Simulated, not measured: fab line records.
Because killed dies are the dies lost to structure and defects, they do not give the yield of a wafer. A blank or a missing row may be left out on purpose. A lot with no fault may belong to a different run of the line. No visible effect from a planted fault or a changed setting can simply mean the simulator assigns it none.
Split-lot experiment	flow n5 finfet	7 lots, 39 wafers read, on a route of 1938 steps

## THE SPLIT
At N5_DUMMY_GATE_HM_DEP_06 (deposits SiNx from DCS/NH3, target thk 80 nm, time 5141 s), the setting time s was moved away from the recipe's 5141 s on 24 of the 39 wafers read, by -20.6% to +57.9%. This setting was run at the recipe's value on the other wafers.

The split's own step is where the reading is taken.

## THE READING
SiNx_of_DUMMY_GATE_HM_DEP_06.thk nm (the simulator's own value, which no gauge read), in nm, at N5_DUMMY_GATE_HM_DEP_06 (deposits SiNx from DCS/NH3, target thk 80 nm, time 5141 s). There is no usual value for it anywhere in the file. Across the 15 wafers here that went through the recipe, the average is 80.3 nm and the standard deviation 0.52 nm.

wafer	tool, chamber at the split	time s as run, s	against the recipe	SiNx_of_DUMMY_GATE_HM_DEP_06.thk nm, nm	against lot-mates on the recipe
L084.1	-, -	8118	+57.9%	126.8	no lot-mate on the recipe
L084.2	-, -	8118	+57.9%	127	no lot-mate on the recipe
L084.3	-, -	8118	+57.9%	126.4	no lot-mate on the recipe
L084.4	-, -	8118	+57.9%	127.6	no lot-mate on the recipe
L084.5	-, -	8118	+57.9%	127.6	no lot-mate on the recipe
L084.6	-, -	8118	+57.9%	128	no lot-mate on the recipe
L085.1	-, -	5141	recipe	79.8	-
L085.2	-, -	5141	recipe	79.8	-
L085.3	-, -	5141	recipe	79.6	-
L085.5	-, -	5141	recipe	79.6	-
L085.6	-, -	5141	recipe	79.6	-
L085.4	-, -	5141	recipe	80	-
L088.1	-, -	7836	+52.4%	120.8	no lot-mate on the recipe
L088.2	-, -	7836	+52.4%	120.8	no lot-mate on the recipe
L088.4	-, -	7836	+52.4%	120.8	no lot-mate on the recipe
L088.5	-, -	7836	+52.4%	120.8	no lot-mate on the recipe
L088.3	-, -	7836	+52.4%	119.8	no lot-mate on the recipe
L088.6	-, -	7836	+52.4%	121	no lot-mate on the recipe
L089.3	lpcvd-01, 1/50	5141	recipe	80.4	-
L089.4	lpcvd-01, 1/54	5141	recipe	80.8	-
L089.5	lpcvd-01, 1/59	5141	recipe	80.6	-
L091.1	-, -	7045	+37.0%	109.2	no lot-mate on the recipe
L091.3	-, -	7045	+37.0%	109.2	no lot-mate on the recipe
L091.4	-, -	7045	+37.0%	109.2	no lot-mate on the recipe
L091.6	-, -	7045	+37.0%	109.2	no lot-mate on the recipe
L091.2	-, -	7045	+37.0%	108.6	no lot-mate on the recipe
L091.5	-, -	7045	+37.0%	109.6	no lot-mate on the recipe
L092.1	-, -	5141	recipe	80.4	-
L092.2	-, -	5141	recipe	80.2	-
L092.3	-, -	5141	recipe	81	-
L092.5	-, -	5141	recipe	81	-
L092.6	-, -	5141	recipe	81	-
L092.4	-, -	5141	recipe	80.6	-
L094.1	-, -	4084	-20.6%	64.4	no lot-mate on the recipe
L094.2	-, -	4084	-20.6%	64.4	no lot-mate on the recipe
L094.3	-, -	4084	-20.6%	64	no lot-mate on the recipe
L094.4	-, -	4084	-20.6%	64	no lot-mate on the recipe
L094.6	-, -	4084	-20.6%	64	no lot-mate on the recipe
L094.5	-, -	4084	-20.6%	63.6	no lot-mate on the recipe

FIT RESULTS
A straight line over all 39 wafers: SiNx_of_DUMMY_GATE_HM_DEP_06.thk nm changes by +0.791 nm for each +1% of time s; r = +1.00; the points scatter about the line by 0.8 nm.
Too few moved wafers have a lot-mate on the recipe to fit a line with each lot's own level taken away.

## FILE'S OWN FIT
SiNx_of_DUMMY_GATE_HM_DEP_06.thk nm changes by +0.791 nm for each +1% of time s, r = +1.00.
